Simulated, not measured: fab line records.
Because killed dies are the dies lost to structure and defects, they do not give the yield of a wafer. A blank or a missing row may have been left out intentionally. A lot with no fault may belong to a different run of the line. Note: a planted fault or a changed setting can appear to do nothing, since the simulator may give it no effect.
Chamber matching    flow nand harc    NHARC_A_M0_CMP_23 on cmp-04: 4 sister chambers
The step polishes, t overpolish 20 s, target thk 113.75 nm. 8 wafers are shown with their chamber, then 7 later ones without.

== WAFERS PAIRED WITH THEIR CHAMBERS ==
wafer   chamber  motor current A (A)  time to endpoint s (s)
L083.1  1        13.1                 26
L083.5  0        12.7                 27
L083.6  3        12.1                 28
L086.1  2        12.0                 28
L086.2  3        11.8                 25
L086.4  1        12.8                 27
L088.2  2        12.5                 30
L088.3  0        12.9                 28

== WAFERS MISSING THEIR CHAMBER ==
wafer   motor current A (A)  time to endpoint s (s)
L088.4  13.0                 29
L093.1  11.5                 28
L093.4  11.8                 28
L093.6  12.4                 27
L095.1  12.1                 31
L095.2  12.4                 32
L095.4  12.7                 31

== WHICH CHAMBER EACH WENT THROUGH ==
wafer   from the rows above                in truth
L088.4  can't be placed: 0 or 1 or 2       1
L093.1  can't be placed: 3 or 2            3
L093.4  can't be placed: 3 or 2            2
L093.6  can't be placed: 2 or 0 or 3 or 1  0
L095.1  can't be placed: 2 or 3            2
L095.2  can't be placed: 2 or 0            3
L095.4  can't be placed: 2 or 0 or 1       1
Correct placement for 0 of the 7. Can't be placed from these rows: 7 (the true chamber is among the candidates in 6). 0 placed wrongly.
How it was worked out, from the rows above alone: a wafer's distance from a chamber is the root of the sum, over the readings, of the square of ((its reading less the chamber's mean) divided by the reading's scatter). If the next closest chamber is less than 2 further off than the closest, the wafer can't be placed; otherwise it belongs to the closest. For every chamber, the mean is computed from those of its wafers that are shown. How the scatter is found: for the shown wafers, subtract from each reading the mean of its chamber, square and add these, divide the total by (wafers less chambers), then take the root.
